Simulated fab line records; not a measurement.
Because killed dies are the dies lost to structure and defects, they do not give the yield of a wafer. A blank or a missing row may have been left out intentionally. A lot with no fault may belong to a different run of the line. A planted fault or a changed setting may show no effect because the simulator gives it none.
Matching of chambers | flow nand harc | NHARC_A_STAIRCASE_DESCUM_291 on rie diel-13: 4 sister chambers
The step chemistry O2, time 3 s. 30 wafers are shown with their chamber, then 12 later ones without.

## EACH WAFER AND ITS CHAMBER
wafer  | chamber | drypump motor current A (A) | showerhead plenum p Torr (Torr) | oes product au (a.u.)
L075.2 | 0       | 6.7                         | 2.06                            | 1.011
L075.3 | 1       | 5.5                         | 1.95                            | 0.996
L075.4 | 2       | 5.2                         | 1.94                            | 1.004
L076.1 | 2       | 5.2                         | 1.94                            | 1.010
L076.2 | 3       | 5.4                         | 1.87                            | 0.997
L076.6 | 3       | 5.5                         | 1.87                            | 0.994
L077.1 | 3       | 5.5                         | 1.87                            | 0.989
L077.4 | 2       | 5.2                         | 1.94                            | 1.015
L077.5 | 0       | 6.6                         | 2.06                            | 1.016
L079.1 | 1       | 5.4                         | 1.95                            | 1.003
L079.2 | 2       | 5.2                         | 1.94                            | 1.018
L079.5 | 1       | 5.5                         | 1.95                            | 1.007
L082.1 | 3       | 5.5                         | 1.86                            | 1.018
L082.3 | 0       | 6.6                         | 2.06                            | 1.016
L082.4 | 1       | 5.5                         | 1.95                            | 1.008
L082.2 | 2       | 5.2                         | 1.94                            | 1.011
L082.5 | 1       | 5.5                         | 1.95                            | 1.014
L082.6 | 0       | 6.6                         | 2.06                            | 1.019
L084.1 | 2       | 5.2                         | 1.94                            | 1.012
L084.2 | 3       | 5.4                         | 1.86                            | 1.012
L084.4 | 0       | 6.7                         | 2.06                            | 1.014
L087.1 | 0       | 6.7                         | 2.05                            | 1.028
L087.4 | 1       | 5.5                         | 1.94                            | 1.008
L087.6 | 0       | 6.7                         | 2.05                            | 1.024
L090.1 | 2       | 5.2                         | 1.93                            | 1.025
L090.3 | 1       | 5.5                         | 1.94                            | 1.012
L090.4 | 0       | 6.7                         | 2.05                            | 1.014
L089.2 | 1       | 5.5                         | 1.94                            | 1.022
L089.3 | 3       | 5.4                         | 1.86                            | 1.006
L089.5 | 0       | 6.7                         | 2.05                            | 1.023

SIGNATURES (means of the wafers above)
reading                  | chamber 0 | chamber 1 | chamber 2 | chamber 3 | scatter within a chamber
drypump motor current A  | 6.667     | 5.487     | 5.200     | 5.450     | 0.041
showerhead plenum p Torr | 2.0556    | 1.9463    | 1.9386    | 1.8650    | 0.00498
oes product au           | 1.01833   | 1.00875   | 1.01357   | 1.00267   | 0.00774
Rule: a wafer's distance from a chamber is the root of the sum, over the readings, of the square of ((its reading less the chamber's mean) divided by the reading's scatter). The wafer belongs to the nearest chamber; if the next one is less than 2 further off, it can't be placed. The scatter: the root of (the sum of the squares of (reading less its chamber's mean) over the shown wafers, divided by (wafers less chambers)).

## WAFERS WHOSE CHAMBER IS MISSING
wafer  | drypump motor current A (A) | showerhead plenum p Torr (Torr) | oes product au (a.u.)
L092.3 | 5.2                         | 1.93                            | 1.011
L092.5 | 5.5                         | 1.94                            | 1.011
L092.6 | 5.2                         | 1.93                            | 1.009
L093.2 | 5.4                         | 1.86                            | 0.996
L093.3 | 6.6                         | 2.05                            | 1.013
L093.4 | 5.5                         | 1.94                            | 1.003
L096.3 | 6.7                         | 2.04                            | 1.031
L096.4 | 5.5                         | 1.94                            | 1.001
L096.6 | 5.2                         | 1.93                            | 1.027
L097.2 | 5.5                         | 1.85                            | 0.995
L097.4 | 5.2                         | 1.93                            | 1.035
L097.5 | 5.2                         | 1.92                            | 1.024

## THE CHAMBER EACH PASSED THROUGH
wafer  | from the rows above | in truth
L092.3 | 2                   | 2
L092.5 | 1                   | 1
L092.6 | 2                   | 2
L093.2 | 3                   | 3
L093.3 | 0                   | 0
L093.4 | 1                   | 1
L096.3 | 0                   | 0
L096.4 | 1                   | 1
L096.6 | 2                   | 2
L097.2 | 3                   | 3
L097.4 | 2                   | 2
L097.5 | 2                   | 2
12 of 12 placed correctly. Number that these rows cannot place: 0. Placed wrongly: 0.
